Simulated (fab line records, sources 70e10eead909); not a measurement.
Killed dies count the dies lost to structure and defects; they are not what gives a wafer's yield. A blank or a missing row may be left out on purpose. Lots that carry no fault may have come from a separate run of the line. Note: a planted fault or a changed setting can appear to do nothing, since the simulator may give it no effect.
Chamber matching / flow nand-harc / rie-diel-11 running NHARC_A_CONTACT_DESCUM_74: 4 sister chambers
The step chemistry O2, time 3 s. 33 wafers are shown with their chamber, then 12 later ones without.

## WAFERS PAIRED WITH THEIR CHAMBERS
wafer=L076.1; chamber=2; drypump-motor-current-A (A)=5.7; showerhead-plenum-p-Torr (Torr)=1.84; oes-product-au (a.u.)=1.008
wafer=L076.3; chamber=0; drypump-motor-current-A (A)=5.9; showerhead-plenum-p-Torr (Torr)=1.78; oes-product-au (a.u.)=1.000
wafer=L076.4; chamber=1; drypump-motor-current-A (A)=5.9; showerhead-plenum-p-Torr (Torr)=1.89; oes-product-au (a.u.)=0.996
wafer=L075.1; chamber=3; drypump-motor-current-A (A)=6.2; showerhead-plenum-p-Torr (Torr)=1.86; oes-product-au (a.u.)=1.015
wafer=L075.2; chamber=0; drypump-motor-current-A (A)=5.9; showerhead-plenum-p-Torr (Torr)=1.78; oes-product-au (a.u.)=0.989
wafer=L075.3; chamber=1; drypump-motor-current-A (A)=5.9; showerhead-plenum-p-Torr (Torr)=1.89; oes-product-au (a.u.)=0.992
wafer=L075.4; chamber=2; drypump-motor-current-A (A)=5.7; showerhead-plenum-p-Torr (Torr)=1.84; oes-product-au (a.u.)=1.000
wafer=L075.5; chamber=1; drypump-motor-current-A (A)=5.9; showerhead-plenum-p-Torr (Torr)=1.89; oes-product-au (a.u.)=0.995
wafer=L075.6; chamber=0; drypump-motor-current-A (A)=5.9; showerhead-plenum-p-Torr (Torr)=1.78; oes-product-au (a.u.)=0.988
wafer=L074.1; chamber=3; drypump-motor-current-A (A)=6.2; showerhead-plenum-p-Torr (Torr)=1.86; oes-product-au (a.u.)=1.020
wafer=L074.5; chamber=0; drypump-motor-current-A (A)=5.9; showerhead-plenum-p-Torr (Torr)=1.78; oes-product-au (a.u.)=1.007
wafer=L074.6; chamber=1; drypump-motor-current-A (A)=5.9; showerhead-plenum-p-Torr (Torr)=1.89; oes-product-au (a.u.)=1.010
wafer=L078.1; chamber=2; drypump-motor-current-A (A)=5.7; showerhead-plenum-p-Torr (Torr)=1.83; oes-product-au (a.u.)=1.005
wafer=L078.4; chamber=0; drypump-motor-current-A (A)=5.9; showerhead-plenum-p-Torr (Torr)=1.78; oes-product-au (a.u.)=0.995
wafer=L078.5; chamber=1; drypump-motor-current-A (A)=5.9; showerhead-plenum-p-Torr (Torr)=1.89; oes-product-au (a.u.)=0.993
wafer=L079.3; chamber=0; drypump-motor-current-A (A)=5.9; showerhead-plenum-p-Torr (Torr)=1.78; oes-product-au (a.u.)=0.999
wafer=L079.4; chamber=3; drypump-motor-current-A (A)=6.2; showerhead-plenum-p-Torr (Torr)=1.86; oes-product-au (a.u.)=1.018
wafer=L079.6; chamber=3; drypump-motor-current-A (A)=6.2; showerhead-plenum-p-Torr (Torr)=1.86; oes-product-au (a.u.)=1.006
wafer=L080.1; chamber=2; drypump-motor-current-A (A)=5.7; showerhead-plenum-p-Torr (Torr)=1.83; oes-product-au (a.u.)=0.988
wafer=L080.5; chamber=1; drypump-motor-current-A (A)=5.8; showerhead-plenum-p-Torr (Torr)=1.89; oes-product-au (a.u.)=0.991
wafer=L080.6; chamber=0; drypump-motor-current-A (A)=5.9; showerhead-plenum-p-Torr (Torr)=1.78; oes-product-au (a.u.)=1.004
wafer=L081.1; chamber=0; drypump-motor-current-A (A)=5.9; showerhead-plenum-p-Torr (Torr)=1.78; oes-product-au (a.u.)=0.998
wafer=L081.2; chamber=3; drypump-motor-current-A (A)=6.2; showerhead-plenum-p-Torr (Torr)=1.86; oes-product-au (a.u.)=1.018
wafer=L081.5; chamber=3; drypump-motor-current-A (A)=6.2; showerhead-plenum-p-Torr (Torr)=1.86; oes-product-au (a.u.)=1.014
wafer=L083.1; chamber=1; drypump-motor-current-A (A)=5.9; showerhead-plenum-p-Torr (Torr)=1.89; oes-product-au (a.u.)=0.999
wafer=L083.3; chamber=0; drypump-motor-current-A (A)=5.9; showerhead-plenum-p-Torr (Torr)=1.78; oes-product-au (a.u.)=0.996
wafer=L083.4; chamber=3; drypump-motor-current-A (A)=6.2; showerhead-plenum-p-Torr (Torr)=1.86; oes-product-au (a.u.)=1.003
wafer=L084.1; chamber=0; drypump-motor-current-A (A)=5.9; showerhead-plenum-p-Torr (Torr)=1.78; oes-product-au (a.u.)=1.000
wafer=L084.2; chamber=2; drypump-motor-current-A (A)=5.7; showerhead-plenum-p-Torr (Torr)=1.83; oes-product-au (a.u.)=1.006
wafer=L084.3; chamber=1; drypump-motor-current-A (A)=5.9; showerhead-plenum-p-Torr (Torr)=1.88; oes-product-au (a.u.)=0.996
wafer=L089.1; chamber=1; drypump-motor-current-A (A)=5.9; showerhead-plenum-p-Torr (Torr)=1.88; oes-product-au (a.u.)=0.988
wafer=L089.2; chamber=2; drypump-motor-current-A (A)=5.7; showerhead-plenum-p-Torr (Torr)=1.83; oes-product-au (a.u.)=1.011
wafer=L089.4; chamber=2; drypump-motor-current-A (A)=5.7; showerhead-plenum-p-Torr (Torr)=1.83; oes-product-au (a.u.)=1.017

SIGNATURES, as means of the wafers listed above
reading=drypump-motor-current-A; chamber 0=5.900; chamber 1=5.889; chamber 2=5.700; chamber 3=6.200; scatter within a chamber=0.0175
reading=showerhead-plenum-p-Torr; chamber 0=1.7800; chamber 1=1.8878; chamber 2=1.8329; chamber 3=1.8600; scatter within a chamber=0.00321
reading=oes-product-au; chamber 0=0.99760; chamber 1=0.99556; chamber 2=1.00500; chamber 3=1.01343; scatter within a chamber=0.00693
Rule: a wafer's distance from a chamber is the root of the sum, over the readings, of the square of ((its reading less the chamber's mean) divided by the reading's scatter). If the next closest chamber is less than 2 further off than the closest, the wafer can't be placed; otherwise it belongs to the closest. The scatter: take each reading less its chamber's mean, square it, sum over the shown wafers, divide by the number of wafers less the number of chambers, and take the root.

## WAFERS MISSING THEIR CHAMBER
wafer=L091.2; drypump-motor-current-A (A)=5.9; showerhead-plenum-p-Torr (Torr)=1.88; oes-product-au (a.u.)=0.999
wafer=L091.3; drypump-motor-current-A (A)=5.9; showerhead-plenum-p-Torr (Torr)=1.78; oes-product-au (a.u.)=1.005
wafer=L091.4; drypump-motor-current-A (A)=5.9; showerhead-plenum-p-Torr (Torr)=1.88; oes-product-au (a.u.)=0.997
wafer=L092.1; drypump-motor-current-A (A)=5.7; showerhead-plenum-p-Torr (Torr)=1.83; oes-product-au (a.u.)=1.014
wafer=L092.3; drypump-motor-current-A (A)=6.2; showerhead-plenum-p-Torr (Torr)=1.85; oes-product-au (a.u.)=1.001
wafer=L092.6; drypump-motor-current-A (A)=5.9; showerhead-plenum-p-Torr (Torr)=1.77; oes-product-au (a.u.)=0.994
wafer=L094.1; drypump-motor-current-A (A)=5.9; showerhead-plenum-p-Torr (Torr)=1.88; oes-product-au (a.u.)=1.000
wafer=L094.2; drypump-motor-current-A (A)=6.2; showerhead-plenum-p-Torr (Torr)=1.85; oes-product-au (a.u.)=1.016
wafer=L094.4; drypump-motor-current-A (A)=6.2; showerhead-plenum-p-Torr (Torr)=1.85; oes-product-au (a.u.)=1.009
wafer=L097.3; drypump-motor-current-A (A)=5.7; showerhead-plenum-p-Torr (Torr)=1.83; oes-product-au (a.u.)=1.024
wafer=L097.4; drypump-motor-current-A (A)=5.9; showerhead-plenum-p-Torr (Torr)=1.88; oes-product-au (a.u.)=1.003
wafer=L097.5; drypump-motor-current-A (A)=5.9; showerhead-plenum-p-Torr (Torr)=1.88; oes-product-au (a.u.)=1.006

## WHICH CHAMBER EACH ONE RAN IN
wafer=L091.2; from the rows above=1; in truth=1
wafer=L091.3; from the rows above=0; in truth=0
wafer=L091.4; from the rows above=1; in truth=1
wafer=L092.1; from the rows above=2; in truth=2
wafer=L092.3; from the rows above=3; in truth=3
wafer=L092.6; from the rows above=0; in truth=0
wafer=L094.1; from the rows above=1; in truth=1
wafer=L094.2; from the rows above=3; in truth=3
wafer=L094.4; from the rows above=3; in truth=3
wafer=L097.3; from the rows above=2; in truth=2
wafer=L097.4; from the rows above=1; in truth=1
wafer=L097.5; from the rows above=1; in truth=1
Correctly placed: 12 of 12. Can't be placed from these rows: 0. Wrongly placed: 0.
